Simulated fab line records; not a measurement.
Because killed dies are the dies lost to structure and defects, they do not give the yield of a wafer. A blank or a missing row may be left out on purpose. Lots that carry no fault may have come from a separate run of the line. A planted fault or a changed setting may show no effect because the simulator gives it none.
fab line records	flow nandHarc
[record] lots = 6	wafers = 18	lastDay = 34
route steps=1302 shown A_CONTACT@1091 END@1302
lots with no fault: from the same line, run without faults
startH: start of the lot's first displayed wafer, in hours after the record's first day	waitH: hours since the lot's step before	" unchanged from the row above	L1.1+2: one row covering several wafers at once	- value missing, or start not given	* or withheld: withheld	< > ~ a bound
route shown NAME@n: names a module that has steps shown in the file, with the first one's number in the route	usual: the fault-free wafers' mean and standard deviation	same: alike in all rows	chamber/n: place in a boat	sites: the reading at each site	_std_site: how widely they spread, as a standard deviation	_edge_site: the outer-site mean with the inner-site mean subtracted	radiusMm: how far each site lies from the wafer's centre	mask NAME#n: copy n	behind: tool/chamber where the wafer was last shaped	hold: what put the lot on hold/how long, in hours/how the hold closed	device: whichever transistor did not switch (one of n, p or np)	end of line: the tests these same wafers got at the end of their route	a step given without rows: its recipe and nothing more	killed: not the wafer's yield, but the dies lost to structure and defects at the first sort	map: shows each die of a wafer: x if killed, . if not, _ if none is there
set.NAME: the run value of the setting; set.NAME@STEP: its run value at that earlier step	model.NAME: the simulator's own value behind a step, which no gauge read
lots at selected steps of the route; one table per step, one row per wafer
services: when a tool's chamber went out of use (startH, in hours from the record's first day, below 0 if earlier), for how many hours, and the reason
[[steps]]
[step NHARC_A_CONTACT_ETCH_139]
[recipe] sourceW = withheld	pressureMtorr = 20	biasV = 400	timeS = 195	targetDepthA = 8400	arFlowSccm = withheld	c4f8FlowSccm = 11.5	o2FlowSccm = 7.2	chemistry = C4F8/O2/Ar
[same] timeS = 195
lot.wafer	tool	chamber	startH	waitH	rfHoursCounterH
L444.1	harCapEtch-01	1	528.42	0.2	5
L444.4	"	1	"	"	-
L444.6	"	1	"	"	-
L451.2	harCapEtch-02	0	602.70	0.2	106
L451.4	"	1	"	"	-
L451.3	"	0	"	"	-
L458.1	harCapEtch-01	1	652.07	0.2	26
L458.4	"	0	"	"	-
L458.5	"	0	"	"	-
L463.2	harCapEtch-02	0	692.85	0.2	123
L463.5	"	1	"	"	-
L463.6	"	0	"	"	-
L462.1	harCapEtch-01	0	694.86	0.2	36
L462.3	"	0	"	"	-
L462.6	"	0	"	"	-
L464.1	harCapEtch-02	0	749.03	0.2	132
L464.2	"	1	"	"	132
L464.5	"	1	"	"	-
[step NHARC_A_CONTACT_ETCH_92]
[recipe] targetDepthA = 400	overEtchFrac = 0.5	timeS = 85.7	ionEnergyEv = 120	ch3fFlowSccm = 50	o2FlowSccm = 30	arFlowSccm = 200	rfW = 500	biasW = 100	chemistry = CH3F/O2
[step NHARC_A_CONTACT_ETCH_98]
[recipe] targetDepthA = 200	overEtchFrac = 0.5	timeS = 10	ionEnergyEv = 250	c4f6FlowSccm = 25	o2FlowSccm = 20	arFlowSccm = 500	rfW = 600	biasW = 500	chemistry = C4F6/O2
[usual] c4f6FlowSccm = 24.99/0.077	drypumpMotorCurrentA = 5.91/0.3	mfcArSccm = 499.8/1.5	oesProductAu = 0.952/0.016	rfVppV = 548.0/2.7	showerheadPlenumPTorr = 3.98/0.13	throttleValvePct = 26.903/0.0082
[same] timeS = 10
lot.wafer	tool	chamber	startH	waitH	c4f6FlowSccm	drypumpMotorCurrentA	mfcArSccm	oesProductAu	rfHoursCounterH	rfVppV	showerheadPlenumPTorr	throttleValvePct
L444.4	rieDiel-08	0	-	-	25.01	5.36	501.2	0.945	46	547.5	3.95	26.891
L444.1	"	1	"	"	25.02	5.60	498.0	0.958	49	549.6	4.03	26.908
L444.6	"	3	"	"	25.03	5.86	500.4	0.954	-	545.7	3.85	26.904
L451.3	rieDiel-04	2	603.38	0.1	24.89	6.03	500.7	0.951	10	549.4	4.10	26.908
L451.2	"	3	"	"	25.05	5.98	499.0	0.951	10	550.5	4.10	26.902
L451.4	"	2	"	"	24.89	6.03	498.8	0.950	-	549.9	4.10	26.901
L458.1	rieDiel-04	2	-	-	25.03	6.03	501.7	0.940	19	548.9	4.10	26.890
L458.4	"	3	"	"	24.89	5.99	500.7	0.931	20	550.4	4.09	26.898
L458.5	"	1	"	"	24.98	6.13	497.5	0.966	-	548.6	3.94	26.908
L463.2	rieDiel-01	1	-	-	25.07	5.91	500.5	0.963	35	545.9	3.92	26.890
L463.5	"	2	"	"	24.94	6.22	499.3	0.964	-	553.2	4.20	26.892
L463.6	"	3	"	"	24.94	5.67	498.9	0.920	-	543.1	3.75	26.912
L462.3	rieDiel-08	1	-	-	25.07	5.61	497.2	0.953	48	548.8	4.00	26.908
L462.1	"	0	"	"	25.03	5.38	499.4	0.973	52	547.2	3.92	26.912
L462.6	"	1	"	"	24.87	5.61	498.2	0.940	-	548.3	4.00	26.900
L464.2	rieDiel-04	0	-	-	24.99	6.42	499.5	0.938	8	547.0	3.91	26.912
L464.1	"	2	"	"	25.03	6.01	498.6	0.951	7	550.6	4.09	26.907
L464.5	"	3	"	"	24.86	5.97	500.2	0.971	-	550.1	4.08	26.906
[step NHARC_A_CONTACT_CD_MEAS_15]
[usual] cdNm = 190.1/0.52
lot.wafer	tool	chamber	startH	waitH	cdNm
L444.1	cdSem-03	-	529.20	-	190.8
L444.4	"	-	"	"	190.8
L444.6	"	-	"	"	190.7
L451.2	cdSem-02	-	603.47	-	189.5
L451.3	"	-	"	"	190.1
L451.4	"	-	"	"	190.1
L458.1	cdSem-01	-	652.84	-	189.5
L458.4	"	-	"	"	189.8
L458.5	"	-	"	"	189.6
L463.2	cdSem-01	-	693.59	-	190.0
L463.5	"	-	"	"	190.4
L463.6	"	-	"	"	189.9
L462.1	cdSem-02	-	695.61	-	191.0
L462.3	"	-	"	"	190.7
L462.6	"	-	"	"	190.5
L464.1	cdSem-01	-	749.86	-	190.7
L464.2	"	-	"	"	190.0
L464.5	"	-	"	"	190.2
[step NHARC_A_CONTACT_STRIP_107]
[recipe] n2FlowSccm = 150	h2FlowSccm = 150	arFlowSccm = 0	biasW = 0	chemistry = N2/H2
[step NHARC_A_CONTACT_STRIP_108]
[recipe] cf4FlowSccm = 100	chf3FlowSccm = 30	arFlowSccm = 0	biasW = 0	chemistry = CF4/CHF3
[step NHARC_A_CONTACT_STRIP_109]
[recipe] o2FlowSccm = 400	cosFlowSccm = 20	arFlowSccm = 0	biasW = 0	chemistry = O2/COS
[step NHARC_A_CONTACT_ETCH_110]
[recipe] targetDepthA = 600	overetchA = 60	timeS = 33	ionEnergyEv = 100	cf4FlowSccm = 80	o2FlowSccm = 20	arFlowSccm = 0	rfW = 300	biasW = 100	chemistry = CF4/O2
[usual] drypumpMotorCurrentA = 5.9/0.3	mfcArSccm = 0.005/0.0069	oesProductAu = 1.001/0.011	rfVppV = 198.1/1.3	showerheadPlenumPTorr = 1.35/0.049	throttleValvePct = 13.396/0.0099
[same] timeS = 33
lot.wafer	tool	chamber	startH	waitH	drypumpMotorCurrentA	mfcArSccm	oesProductAu	rfHoursCounterH	rfVppV	showerheadPlenumPTorr	throttleValvePct
L444.1	rieDiel-04	0	529.57	0.1	6.4	0	0.983	31	198.7	1.34	13.390
L444.4	"	1	"	"	6.1	0	1.001	32	197.1	1.35	13.418
L444.6	"	2	"	"	6.0	0.013	1.003	-	198.6	1.40	13.403
L451.2	rieDiel-08	3	603.83	0.1	5.8	0	0.993	18	197.1	1.30	13.395
L451.3	"	1	"	"	5.6	0.018	0.983	19	196.6	1.37	13.373
L451.4	"	2	"	"	5.6	0	1.001	17	197.3	1.29	13.396
L458.4	rieDiel-04	0	653.14	0.1	6.4	0	1.013	12	196.8	1.33	13.401
L458.1	"	2	"	"	6.0	0.013	0.990	19	198.9	1.40	13.407
L458.5	"	3	"	"	6.0	0	1.001	-	200.6	1.40	13.396
L463.2	rieDiel-08	1	693.88	0.1	5.6	0.018	0.997	48	197.8	1.36	13.407
L463.6	"	0	"	"	5.3	0.009	1.030	-	196.9	1.33	13.393
L463.5	"	1	"	"	5.6	0.018	0.995	-	197.9	1.36	13.399
L462.1	rieDiel-04	2	695.90	0.1	6.0	0.013	0.992	25	199.5	1.40	13.403
L462.3	"	3	"	"	6.0	0	0.997	27	199.3	1.40	13.410
L462.6	"	1	"	"	6.1	0	1.012	-	198.0	1.34	13.380
L464.1	rieDiel-04	1	750.30	0.1	6.1	0	1.001	7	197.6	1.34	13.406
L464.2	"	2	"	"	6.0	0.013	0.996	7	199.5	1.40	13.392
L464.5	"	3	"	"	6.0	0	1.001	-	198.0	1.39	13.386
[step NHARC_A_CONTACT_STRIP_26]
[recipe] o2FlowSccm = 500	arFlowSccm = 0	biasW = 0	chemistry = O2
[step NHARC_A_CONTACT_STRIP_27]
[recipe] timeS = 600	tempC = 30	chemistry = postEtchResidueRemover
[step NHARC_A_CONTACT_ALD_18]
[recipe] targetThkA = 30	pulseTimeS = 1	aldCycles = 150	tempC = 450	material = TiN
[usual] heaterPowerW = 1098/100	precursorPulseHeightRel = 1.001/0.019
lot.wafer	tool	chamber	startH	waitH	heaterPowerW	precursorPulseHeightRel
L444.1	aldMetal-03	2	530.21	-	1116	1.009
L444.4	"	1	"	"	904	1.002
L444.6	"	2	"	"	1120	0.986
L451.2	aldMetal-03	2	604.61	-	1147	1.021
L451.3	"	3	"	"	1109	1.001
L451.4	"	0	"	"	1148	1.001
L458.4	aldMetal-03	3	653.78	-	1122	0.990
L458.1	"	1	"	"	910	1.027
L458.5	"	0	"	"	1125	1.017
L463.2	aldMetal-01	1	694.53	-	968	0.992
L463.6	"	1	"	"	986	0.983
L463.5	"	2	"	"	1164	0.988
L462.1	aldMetal-04	3	696.55	-	1187	1.002
L462.3	"	1	"	"	966	1.035
L462.6	"	3	"	"	1191	0.996
L464.2	aldMetal-01	1	750.95	-	958	1.006
L464.1	"	0	"	"	956	0.959
L464.5	"	1	"	"	926	1.002
[step NHARC_A_CONTACT_CVD_19]
[recipe] targetThkA = 3000	tempC = 300	pressureTorr = 40	wf6FlowSccm = 40	h2FlowSccm = 1600	arFlowSccm = 1560	timeS = 802	material = W
[usual] heaterPowerW = 456/28	mfcArSccm = 1560/4.5	mfcWf6Sccm = 39.99/0.11	throttleValvePct = 7.8/0.35
[same] timeS = 802
lot.wafer	tool	chamber	startH	waitH	heaterPowerW	mfcArSccm	mfcWf6Sccm	throttleValvePct
L444.1	cvdW-01	0	-	-	466	1561	39.96	7.2
L444.4	"	0	"	"	468	1554	40.15	7.7
L444.6	"	1	"	"	490	1566	39.86	7.5
L451.2	cvdW-01	1	-	-	462	1556	39.90	7.5
L451.3	"	1	"	"	468	1558	40.21	7.6
L451.4	"	1	"	"	468	1551	40.03	7.7
L458.1	cvdW-02	0	-	-	483	1556	39.98	8.3
L458.4	"	0	"	"	482	1555	39.99	8.6
L458.5	"	1	"	"	419	1560	39.81	7.6
L463.2	cvdW-02	0	-	-	487	1553	40.00	8.6
L463.6	"	0	"	"	484	1559	40.03	8.2
L463.5	"	1	"	"	397	1560	40.16	7.5
L462.1	cvdW-02	0	-	-	467	1559	40.14	8.1
L462.3	"	1	"	"	408	1561	40.00	7.6
L462.6	"	0	"	"	482	1559	39.85	8.3
L464.1	cvdW-02	1	-	-	419	1564	40.13	7.4
L464.2	"	0	"	"	492	1555	39.97	8.3
L464.5	"	1	"	"	407	1561	40.07	7.9
[step NHARC_A_CONTACT_CMP_20]
[recipe] tOverpolishS = 30	targetThkNm = 300
[usual] motorCurrentA = 11.8/1.1	overpolishRunS = 30.001/0.0091	slurryFlowMlMin = 150.0/0.45	timeToEndpointS = 59.2/2.7
lot.wafer	tool	chamber	startH	waitH	motorCurrentA	overpolishRunS	slurryFlowMlMin	timeToEndpointS
L444.1	cmp-02	3	531.30	0.6	12.1	29.996	150.0	60.5
L444.4	"	0	"	"	11.9	30.005	149.8	62.0
L444.6	"	0	"	"	11.4	30.008	149.7	60.4
L451.2	cmp-03	1	606.41	1.1	12.5	30.008	149.6	56.6
L451.3	"	3	"	"	12.3	30.001	149.9	59.3
L451.4	"	0	"	"	13.8	29.997	150.3	60.4
L458.1	cmp-02	3	654.88	0.8	12.9	30.007	149.7	56.0
L458.4	"	2	"	"	9.6	29.996	151.1	53.4
L458.5	"	3	"	"	12.8	30.005	150.6	56.2
L463.2	cmp-03	3	695.67	0.8	12.5	29.990	150.3	61.3
L463.6	"	1	"	"	11.4	30.003	149.7	57.5
L463.5	"	2	"	"	9.9	29.997	149.8	35.7
L462.3	cmp-03	2	697.66	0.5	9.8	30.010	150.1	35.5
L462.1	"	3	"	"	11.7	30.016	149.9	62.7
L462.6	"	2	"	"	10.9	29.997	149.6	35.9
L464.2	cmp-01	0	752.05	0.6	14.0	30.001	150.3	59.0
L464.1	"	3	"	"	10.4	30.009	149.9	59.3
L464.5	"	0	"	"	13.1	29.980	150.7	59.3
[step NHARC_END_SORT_01]
[recipe] tempC = 25
[usual] killedAtArray = 41/10	killedAtOther = 0.8/0.91	killedAtPeriphery = 4.2/2.9	killedDies = 46/10	killedOpen = 3.5/2.1	killedShort = 2.5/1.6
[same] grossDies = 677
lot.wafer	tool	chamber	startH	waitH	killedAtArray	killedAtOther	killedAtPeriphery	killedDies	killedOpen	killedShort
L444.1	prober-01	0	577.87	2.5	26	0	0	26	7	1
L444.4	prober-01	0	580.30	3.4	27	1	0	28	1	1
L444.6	prober-01	0	581.93	4.1	39	3	1	43	3	3
L463.2	prober-02	0	740.34	2.8	41	2	4	47	3	3
L463.5	prober-02	0	742.74	3.7	36	1	3	40	2	4
L463.6	prober-02	0	743.54	4.0	28	1	4	33	2	1
L464.1	prober-01	0	803.09	2.5	32	1	9	42	2	1
L464.2	prober-01	0	803.89	2.8	43	2	3	48	4	2
L464.5	prober-01	0	806.27	3.7	38	1	11	50	1	2
// killed by level:class
L444.1 A_CHANNEL_HOLE_D2:chamberFilmFlake=13 A_CONTACT:chamberFilmFlake=4 A_CHANNEL_HOLE_D1:geometricParticle:open=2 A_M0:geometricParticle:open=2 A_CHANNEL_HOLE_D1:geometricParticle:short=1 A_ONON_D2:geometricParticle:open=1 A_BLC:geometricParticle:open=1 A_M1:geometricParticle:open=1
L444.4 A_CHANNEL_HOLE_D2:chamberFilmFlake=15 A_ZERO_WELL:chamberFilmFlake=3 A_CHANNEL_HOLE_D1:chamberFilmFlake=2 A_STAIRCASE:chamberFilmFlake=2 A_BONDPAD:chamberFilmFlake=2 A_CHANNEL_HOLE_D1:geometricParticle:open=1 A_WL_FILL:geometricParticle:short=1 A_CONTACT:chamberFilmFlake=1
L444.6 A_CHANNEL_HOLE_D2:chamberFilmFlake=18 A_ZERO_WELL:chamberFilmFlake=6 A_DECK1_JOINT:chamberFilmFlake=2 A_STAIRCASE:chamberFilmFlake=2 A_BONDPAD:chamberFilmFlake=2 THIN_TSV:chamberFilmFlake=2 A_ONON_D1:geometricParticle:open=1 A_CHANNEL_HOLE_D1:geometricParticle:open=1
L463.2 A_CHANNEL_HOLE_D2:chamberFilmFlake=11 A_CHANNEL_HOLE_D1:chamberFilmFlake=10 A_STAIRCASE:chamberFilmFlake=5 A_SLIT:chamberFilmFlake=5 A_CONTACT:chamberFilmFlake=5 A_ONON_D1:geometricParticle:short=2 P_GATE:chamberFilmFlake=2 THIN_TSV:chamberFilmFlake=2
L463.5 A_CHANNEL_HOLE_D2:chamberFilmFlake=10 A_CONTACT:chamberFilmFlake=9 A_CHANNEL_HOLE_D1:chamberFilmFlake=4 A_SLIT:chamberFilmFlake=4 P_GATE:chamberFilmFlake=2 A_STAIRCASE:chamberFilmFlake=2 P_M0:geometricParticle:open=1 A_CHANNEL_HOLE_D1:geometricParticle:short=1
L463.6 A_CONTACT:chamberFilmFlake=8 A_CHANNEL_HOLE_D2:chamberFilmFlake=7 A_SLIT:chamberFilmFlake=4 A_CHANNEL_HOLE_D1:chamberFilmFlake=3 A_STAIRCASE:chamberFilmFlake=3 P_GATE:chamberFilmFlake=2 P_CONTACT:geometricParticle:open=1 A_ONON_D1:geometricParticle:short=1
L464.1 A_CONTACT:chamberFilmFlake=9 A_SLIT:chamberFilmFlake=8 A_CHANNEL_HOLE_D1:chamberFilmFlake=7 P_CONTACT:chamberFilmFlake=6 P_GATE:chamberFilmFlake=2 A_STAIRCASE:chamberFilmFlake=2 A_CHANNEL_FILL_D1:geometricParticle:open=1 A_CHANNEL_FILL_D2:geometricParticle:short=1
L464.2 A_SLIT:chamberFilmFlake=23 A_CONTACT:chamberFilmFlake=6 A_CHANNEL_HOLE_D1:chamberFilmFlake=4 P_CONTACT:chamberFilmFlake=3 A_STAIRCASE:chamberFilmFlake=2 THIN_TSV:chamberFilmFlake=2 A_CHANNEL_HOLE_D1:geometricParticle:short=1 A_CHANNEL_FILL_D1:geometricParticle:short=1
L464.5 A_CONTACT:chamberFilmFlake=11 A_SLIT:chamberFilmFlake=10 A_CHANNEL_HOLE_D1:chamberFilmFlake=8 P_CONTACT:chamberFilmFlake=5 P_ZERO_WELL:chamberFilmFlake=4 A_CHANNEL_HOLE_D2:chamberFilmFlake=4 P_CONTACT:geometricParticle:open=1 A_CHANNEL_HOLE_D1:geometricParticle:short=1
[[services]]
tool	chamber	startH	hours	kind
cmp-02	-	505.22	1.2	repair
aldMetal-01	2	516.52	24.0	repair
cmp-03	-	521.68	3.7	repair
aldMetal-01	-	526.00	10.0	pm
rieDiel-04	-	531.99	9.0	pm
cmp-02	-	535.70	4.0	pm
cvdW-01	-	547.29	13.0	pm
rieDiel-08	-	548.91	9.0	pm
cmp-03	-	554.00	4.0	pm
rieDiel-04	1	562.54	2.9	repair
aldMetal-03	-	568.00	10.0	pm
rieDiel-04	0	572.98	42.3	repair
aldMetal-03	1	627.33	10.9	repair
cvdW-02	-	631.71	13.0	pm
cmp-03	-	652.00	4.0	pm
cmp-03	-	673.06	4.9	repair
cvdW-02	-	691.48	0.7	repair
cmp-03	-	707.52	2.1	repair
rieDiel-04	-	708.99	9.0	pm
rieDiel-08	-	725.94	9.0	pm
cvdW-02	-	741.46	1.9	repair
rieDiel-08	2	741.91	6.8	repair
aldMetal-03	-	746.00	10.0	pm
cmp-03	-	750.00	4.0	pm
[[key]]
[firstSign] step = NHARC_A_CONTACT_CMP_20	reading = timeToEndpointS	direction = down	sigmas = 8.8	usual = *	struck = *
effect none on later readings
metAt NHARC_A_CONTACT_CMP_20
struckWafers L462.3,L462.6,L463.5
testerLeftOut L462,L463
[fault] kind = processParameterDrift	tool = cmp-03	chamber = 2	onsetH = 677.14	steps = NHARC_A_CONTACT_CMP_20	channel = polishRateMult	offset = 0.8	shape = step	endH = 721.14
// testerLeftOut: of these lots the tester's yield and bins aren't shown, on N5 and GAA mostly nor the transistor test; their killed dies are dies lost to structure and defects alone, not to doping, threshold or leakage, so they don't give the yield
